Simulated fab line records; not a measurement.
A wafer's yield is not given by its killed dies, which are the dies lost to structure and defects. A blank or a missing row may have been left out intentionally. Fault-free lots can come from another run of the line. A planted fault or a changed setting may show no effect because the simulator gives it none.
Which of the tools did it?	flow n5Finfet	24 lots with 72 wafers sampled at 6 steps, on a route of 1938 steps

WHAT EACH GAUGE READ, for each wafer
Not one reading of a measure or inspect step in the record can be checked against a usual standard deviation.

TOOL THAT RAN EACH LOT (tool first, then ch and the chambers of the sampled wafers, then the start)
lot	N5_BEOL_M1_ETCH_69	N5_BEOL_M1_DEGAS_44	N5_BEOL_M1_ANNEAL_82	N5_BEOL_M1_ANNEAL_87	N5_BEOL_M1_ANNEAL_89	N5_BEOL_M1_SPUTTER_96
L074	rieDiel-06 ch 0,2,3, day 6 06:13	pvdSputter-03, day 6 08:56	pvdSputter-01, day 6 10:19	pvdSputter-01, day 6 10:32	pvdSputter-01, day 6 10:45	pvdSputter-01, day 6 11:33
L075	rieDiel-06 ch 1,2,3, day 6 09:38	pvdSputter-01, day 6 22:34	pvdSputter-02, day 7 00:08	pvdSputter-02, day 7 00:21	pvdSputter-02, day 7 00:34	pvdSputter-02, day 7 01:22
L076	rieDiel-03 ch 0,1, day 6 15:19	pvdSputter-03, day 6 23:19	pvdSputter-03, day 7 00:29	pvdSputter-03, day 7 00:42	pvdSputter-03, day 7 00:55	pvdSputter-03, day 7 01:43
L077	rieDiel-03 ch 2,3, day 7 00:13	pvdSputter-02, day 7 02:05	pvdSputter-02, day 7 03:16	pvdSputter-02, day 7 03:29	pvdSputter-02, day 7 03:42	pvdSputter-02, day 7 04:30
L078	rieDiel-06 ch 0,1, day 7 00:18	pvdSputter-02, day 7 05:18	pvdSputter-03, day 7 06:37	pvdSputter-03, day 7 06:50	pvdSputter-03, day 7 07:04	pvdSputter-03, day 7 07:52
L079	rieDiel-06 ch 0,3, day 7 07:26	pvdSputter-02, day 7 08:59	pvdSputter-03, day 7 10:37	pvdSputter-03, day 7 10:50	pvdSputter-03, day 7 11:04	pvdSputter-03, day 7 11:52
L081	rieDiel-06 ch 0,1,2, day 8 03:38	pvdSputter-03, day 8 09:48	pvdSputter-02, day 8 11:54	pvdSputter-02, day 8 12:07	pvdSputter-02, day 8 12:20	pvdSputter-02, day 8 13:08
L080	rieDiel-03 ch 0,2,3, day 8 04:17	pvdSputter-02, day 8 16:20	pvdSputter-03, day 8 17:28	pvdSputter-03, day 8 17:41	pvdSputter-03, day 8 17:54	pvdSputter-03, day 8 18:42
L082	rieDiel-03 ch 0,1,2, day 8 05:49	pvdSputter-02, day 8 16:25	pvdSputter-02, day 8 17:33	pvdSputter-02, day 8 17:46	pvdSputter-02, day 8 17:59	pvdSputter-02, day 8 18:47
L083	rieDiel-06 ch 0,3, day 8 12:43	pvdSputter-02, day 8 16:43	pvdSputter-02, day 8 19:26	pvdSputter-02, day 8 19:39	pvdSputter-02, day 8 19:52	pvdSputter-02, day 8 20:40
L084	rieDiel-03 ch 0,1, day 8 13:36	pvdSputter-03, day 9 00:08	pvdSputter-03, day 9 01:16	pvdSputter-03, day 9 01:29	pvdSputter-03, day 9 01:42	pvdSputter-03, day 9 02:30
L085	rieDiel-02 ch 0,1,2, day 8 21:35	pvdSputter-03, day 9 02:55	pvdSputter-02, day 9 04:06	pvdSputter-02, day 9 04:19	pvdSputter-02, day 9 04:32	pvdSputter-02, day 9 05:20
L086	rieDiel-02 ch 0,1,2, day 9 01:23	pvdSputter-03, day 10 02:39	pvdSputter-02, day 10 03:52	pvdSputter-02, day 10 04:05	pvdSputter-02, day 10 04:19	pvdSputter-02, day 10 05:07
L087	rieDiel-03 ch 1,2, day 9 11:20	pvdSputter-01, day 9 17:21	pvdSputter-02, day 9 18:48	pvdSputter-02, day 9 19:01	pvdSputter-02, day 9 19:14	pvdSputter-02, day 9 20:02
L088	rieDiel-02 ch 0,1,3, day 9 11:35	pvdSputter-03, day 9 17:21	pvdSputter-01, day 9 18:56	pvdSputter-01, day 9 19:09	pvdSputter-01, day 9 19:22	pvdSputter-01, day 9 20:10
L089	rieDiel-03 ch 0,1,2, day 9 22:37	pvdSputter-02, day 10 11:07	pvdSputter-02, day 10 12:14	pvdSputter-02, day 10 12:27	pvdSputter-02, day 10 12:40	pvdSputter-02, day 10 13:28
L090	rieDiel-02 ch 0,1,3, day 10 03:19	pvdSputter-01, day 11 02:15	pvdSputter-01, day 11 03:29	pvdSputter-01, day 11 03:43	pvdSputter-01, day 11 03:56	pvdSputter-01, day 11 04:44
L091	rieDiel-02 ch 2,3, day 10 08:59	pvdSputter-01, day 11 02:20	pvdSputter-03, day 11 03:54	pvdSputter-03, day 11 04:07	pvdSputter-03, day 11 04:20	pvdSputter-03, day 11 05:08
L092	rieDiel-03 ch 1,2, day 10 12:40	pvdSputter-03, day 11 11:03	pvdSputter-02, day 11 12:22	pvdSputter-02, day 11 12:35	pvdSputter-02, day 11 12:48	pvdSputter-02, day 11 13:36
L093	rieDiel-06 ch 0,1, day 11 01:52	pvdSputter-02, day 11 22:36	pvdSputter-03, day 11 23:54	pvdSputter-03, day 12 00:07	pvdSputter-03, day 12 00:20	pvdSputter-03, day 12 01:08
L094	rieDiel-02 ch 0,3, day 11 02:07	pvdSputter-02, day 11 22:46	pvdSputter-02, day 12 00:07	pvdSputter-02, day 12 00:20	pvdSputter-02, day 12 00:34	pvdSputter-02, day 12 01:22
L095	rieDiel-02 ch 2,3, day 11 12:11	pvdSputter-03, day 12 16:00	pvdSputter-01, day 12 17:11	pvdSputter-01, day 12 17:24	pvdSputter-01, day 12 17:37	pvdSputter-01, day 12 18:25
L096	rieDiel-03 ch 0,1,3, day 11 19:37	pvdSputter-03, day 12 09:42	pvdSputter-03, day 12 11:06	pvdSputter-03, day 12 11:19	pvdSputter-03, day 12 11:32	pvdSputter-03, day 12 12:20
L097	rieDiel-02 ch 1,3, day 12 05:25	pvdSputter-02, day 13 00:52	pvdSputter-02, day 13 02:09	pvdSputter-02, day 13 02:22	pvdSputter-02, day 13 02:35	pvdSputter-02, day 13 03:23
- N5_BEOL_M1_ETCH_69: etches SiARC in CF4, target depth 15.6 nm, time 26 s.
- N5_BEOL_M1_DEGAS_44: time 60 s.
- N5_BEOL_M1_ANNEAL_82: time 240 s.
- N5_BEOL_M1_ANNEAL_87: time 240 s.
- N5_BEOL_M1_ANNEAL_89: time 240 s.
- N5_BEOL_M1_SPUTTER_96: material Cu, target thk 4.5 nm, time 8.29 s.

AS READ BY THE TOOLS THEMSELVES (means over the sampled wafers that have a number; for cases with no such wafer, the mark the record gives instead)
N5_BEOL_M1_ETCH_69.
lot	tool	biasW (W)	drypumpMotorCurrentA (A)	etchRfOnTimeS (s)	mfcArSccm (sccm)	oesProductAu (a.u.)	rfVppV (V)	showerheadPlenumPTorr (Torr)	throttleValvePct (%)
L074	rieDiel-06	36.07	5.7	26.2	99.9	0.71	182.7	2.08	15.53
L075	rieDiel-06	36.02	5.7	26.5	100.0	0.67	183.4	2.11	15.69
L076	rieDiel-03	36.04	6.1	27.0	100.3	0.72	183.7	2.18	15.53
L077	rieDiel-03	36.04	5.2	25.8	100.0	0.62	185.2	2.20	15.72
L078	rieDiel-06	36.05	5.4	26.4	100.1	0.76	183.6	2.15	15.46
L079	rieDiel-06	35.86	5.6	25.4	100.0	0.75	183.2	2.11	15.41
L081	rieDiel-06	36.06	5.6	26.1	99.8	0.74	183.8	2.09	15.47
L080	rieDiel-03	36.07	5.4	26.3	100.0	0.66	184.4	2.20	15.68
L082	rieDiel-03	35.98	6.0	26.3	100.2	0.66	184.8	2.18	15.60
L083	rieDiel-06	35.97	5.6	25.6	100.1	0.74	182.7	2.11	15.43
L084	rieDiel-03	36.05	6.2	27.3	99.7	0.70	183.7	2.18	15.57
L085	rieDiel-02	35.99	5.5	25.3	100.3	0.69	183.9	2.16	15.50
L086	rieDiel-02	35.98	5.5	25.4	100.3	0.69	184.8	2.16	15.51
L087	rieDiel-03	36.09	5.7	26.0	100.2	0.61	184.4	2.17	15.67
L088	rieDiel-02	36.03	5.5	26.3	99.9	0.67	183.4	2.12	15.54
L089	rieDiel-03	35.91	6.0	26.5	100.1	0.65	184.9	2.17	15.62
L090	rieDiel-02	36.06	5.5	26.5	99.8	0.67	183.8	2.12	15.54
L091	rieDiel-02	35.81	5.6	26.4	100.0	0.63	183.3	2.06	15.75
L092	rieDiel-03	35.87	5.7	25.8	99.9	0.61	184.3	2.17	15.67
L093	rieDiel-06	35.93	5.4	26.3	100.1	0.72	183.9	2.14	15.51
L094	rieDiel-02	36.04	5.6	27.3	100.0	0.63	183.6	2.03	15.67
L095	rieDiel-02	36.07	5.6	25.3	99.8	0.63	183.9	2.10	15.76
L096	rieDiel-03	36.02	5.8	26.2	100.3	0.67	184.3	2.18	15.74
L097	rieDiel-02	36.01	5.6	26.6	100.1	0.64	183.9	2.10	15.68

N5_BEOL_M1_DEGAS_44.
lot	tool	heaterPowerW (W)
L074	pvdSputter-03	331
L075	pvdSputter-01	318
L076	pvdSputter-03	334
L077	pvdSputter-02	306
L078	pvdSputter-02	321
L079	pvdSputter-02	294
L081	pvdSputter-03	331
L080	pvdSputter-02	306
L082	pvdSputter-02	316
L083	pvdSputter-02	301
L084	pvdSputter-03	335
L085	pvdSputter-03	323
L086	pvdSputter-03	330
L087	pvdSputter-01	346
L088	pvdSputter-03	333
L089	pvdSputter-02	289
L090	pvdSputter-01	312
L091	pvdSputter-01	335
L092	pvdSputter-03	323
L093	pvdSputter-02	315
L094	pvdSputter-02	304
L095	pvdSputter-03	320
L096	pvdSputter-03	334
L097	pvdSputter-02	321

N5_BEOL_M1_ANNEAL_82.
lot	tool	heaterPowerW (W)
L074	pvdSputter-01	832
L075	pvdSputter-02	774
L076	pvdSputter-03	831
L077	pvdSputter-02	844
L078	pvdSputter-03	840
L079	pvdSputter-03	813
L081	pvdSputter-02	754
L080	pvdSputter-03	800
L082	pvdSputter-02	785
L083	pvdSputter-02	835
L084	pvdSputter-03	832
L085	pvdSputter-02	757
L086	pvdSputter-02	719
L087	pvdSputter-02	790
L088	pvdSputter-01	879
L089	pvdSputter-02	760
L090	pvdSputter-01	884
L091	pvdSputter-03	829
L092	pvdSputter-02	803
L093	pvdSputter-03	806
L094	pvdSputter-02	792
L095	pvdSputter-01	862
L096	pvdSputter-03	846
L097	pvdSputter-02	786

N5_BEOL_M1_ANNEAL_87.
lot	tool	heaterPowerW (W)
L074	pvdSputter-01	843
L075	pvdSputter-02	779
L076	pvdSputter-03	816
L077	pvdSputter-02	834
L078	pvdSputter-03	840
L079	pvdSputter-03	821
L081	pvdSputter-02	756
L080	pvdSputter-03	801
L082	pvdSputter-02	795
L083	pvdSputter-02	832
L084	pvdSputter-03	834
L085	pvdSputter-02	761
L086	pvdSputter-02	737
L087	pvdSputter-02	796
L088	pvdSputter-01	871
L089	pvdSputter-02	757
L090	pvdSputter-01	873
L091	pvdSputter-03	824
L092	pvdSputter-02	804
L093	pvdSputter-03	797
L094	pvdSputter-02	785
L095	pvdSputter-01	874
L096	pvdSputter-03	845
L097	pvdSputter-02	785

N5_BEOL_M1_ANNEAL_89.
lot	tool	heaterPowerW (W)
L074	pvdSputter-01	837
L075	pvdSputter-02	770
L076	pvdSputter-03	836
L077	pvdSputter-02	840
L078	pvdSputter-03	847
L079	pvdSputter-03	822
L081	pvdSputter-02	756
L080	pvdSputter-03	810
L082	pvdSputter-02	789
L083	pvdSputter-02	824
L084	pvdSputter-03	827
L085	pvdSputter-02	753
L086	pvdSputter-02	734
L087	pvdSputter-02	784
L088	pvdSputter-01	854
L089	pvdSputter-02	761
L090	pvdSputter-01	870
L091	pvdSputter-03	830
L092	pvdSputter-02	805
L093	pvdSputter-03	810
L094	pvdSputter-02	771
L095	pvdSputter-01	868
L096	pvdSputter-03	846
L097	pvdSputter-02	787

N5_BEOL_M1_SPUTTER_96.
lot	tool	throttleValvePct (%)
L074	pvdSputter-01	29.4
L075	pvdSputter-02	29.2
L076	pvdSputter-03	28.7
L077	pvdSputter-02	29.9
L078	pvdSputter-03	29.4
L079	pvdSputter-03	29.0
L081	pvdSputter-02	29.2
L080	pvdSputter-03	29.5
L082	pvdSputter-02	29.6
L083	pvdSputter-02	30.0
L084	pvdSputter-03	28.7
L085	pvdSputter-02	29.2
L086	pvdSputter-02	29.5
L087	pvdSputter-02	29.6
L088	pvdSputter-01	30.0
L089	pvdSputter-02	29.3
L090	pvdSputter-01	30.1
L091	pvdSputter-03	30.0
L092	pvdSputter-02	29.5
L093	pvdSputter-03	29.7
L094	pvdSputter-02	29.8
L095	pvdSputter-01	30.0
L096	pvdSputter-03	29.2
L097	pvdSputter-02	29.7

THE ANSWER, worked out from the rows above alone
Rule: the lots themselves supply what counts as usual. Put in order of their means at a reading, lots are off if they are a third of the lots or fewer, leave a main group of 4 or more, and stand apart from it by a gap of 3 or more times the standard deviation of the main group's means; of several such gaps the widest counts. Not used: any main group whose means are identical at the precision the tables above print for the reading. A lot without any number at a reading at which 4 lots or more have one is off too. Any other lot the step has rows for is counted as sound. The gauges are gone through in route order, then the tools' own readings, and for those a lot's mean is taken as printed above. At the first step where some lot is off, the reading lying furthest off is the one used; lots without a number count as furthest.
No lot is off at any reading shown: from this, nothing can be told.

WHAT THE SIMULATOR HAD PUT IN
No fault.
